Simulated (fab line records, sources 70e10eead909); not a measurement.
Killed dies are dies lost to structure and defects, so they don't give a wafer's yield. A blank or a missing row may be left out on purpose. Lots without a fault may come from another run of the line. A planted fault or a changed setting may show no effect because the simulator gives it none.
Problem report in the 8D (eight disciplines) form, filled by code | flow nand_harc | the parts of the form that need people (team, actions taken, sign-off) are left out

1. THE PROBLEM
killed_at_array at NHARC_END_SORT_01 reads a mean of 669 on 3 wafers of 3 lots; wafers without a fault read 29 with a standard deviation of 12. That is +53 standard deviations from the usual mean.
First seen on wafer L829.3, day 24 23:32, on prober-02. The record holds 14 wafers of 5 lots with a number at this step. Rule for "out", or "out of limits": more than 4 standard deviations from the usual mean. The other wafers with a number count as sound.

2. WHAT IT IS AND WHAT IT IS NOT
question                    | is                           | is not
which readings at this step | killed_at_array, killed_dies | killed_at_periphery, killed_short
which lots                  | L829, L831, L832             | L821, L823
which wafers of those lots  | L829.3, L831.1, L832.3       | L829.6, L831.2, L831.5, L832.2, L832.6
read on which gauges        | prober-01, prober-02         | -
when                        | from day 24 23:32            | up to then (6 sound wafers); but 5 sound wafers of L829, L831, L832 came after

3. SUSPECTS, AND WHAT RULES EACH OUT
Counting: a tool at a process step up to the reading stays a suspect if it ran every lot that is out. Sound lots after the first of them don't rule it out here, since some wafers of a struck lot are sound.
- the gauge at NHARC_END_SORT_01: ruled out. The wafers that are out were read on 2 gauges (prober-01, prober-02).
- rie_diel-05 at NHARC_A_STAIRCASE_TRIM_226 (chemistry O2, time 211.2 s): kept. It ran every lot that is out, first L829 (day 15 23:21); its last sound lot up to then is L823 (day 14 12:29). Its own readings are out on those wafers: run_length_s.
Left after counting: rie_diel-05 at NHARC_A_STAIRCASE_TRIM_226.

4. THE CAUSE (what the simulator had put in)
Process parameter drift: rie_diel-05, from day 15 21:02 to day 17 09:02, at NHARC_A_STAIRCASE_TRIM_226. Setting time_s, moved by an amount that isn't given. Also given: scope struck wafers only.
Counting left only this tool.

5. THE CHAIN OF EFFECTS, in route order
Each row: a reading whose mean over the struck wafers that have a number lies more than 3 standard deviations from the usual. Only readings for which the record gives a usual standard deviation are gone through. hours: the time from each lot's start at the first step in this table that gives one to its start at this step, as a median over the lots. sigmas: the change in usual standard deviations.
hours | step                       | reading         | usual   | on struck wafers | change | sigmas
0     | NHARC_A_STAIRCASE_TRIM_226 | run_length_s    | 232.7 s | 150.3            | -82.4  | -99 or more
196   | NHARC_END_SORT_01          | killed_at_array | 29      | 669              | +640   | +53
196   | NHARC_END_SORT_01          | killed_dies     | 34      | 673              | +639   | +53
The process steps in it:
- NHARC_A_STAIRCASE_TRIM_226: chemistry O2, time 211.2 s.

6. WHAT WOULD HAVE CAUGHT IT SOONER
In this record the first reading out of limits at a measuring or inspecting step was taken at day 24 23:32, 218 hours after the fault began at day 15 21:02.
The tool's own readings at NHARC_A_STAIRCASE_TRIM_226 were out on every struck wafer that the step has a row for (run_length_s): an alarm limit on them would have fired on the first of those.
All the lots that are out (3) had begun NHARC_A_STAIRCASE_TRIM_226 on rie_diel-05 by day 24 23:32. A hold on the tool at that time would have spared none of them.
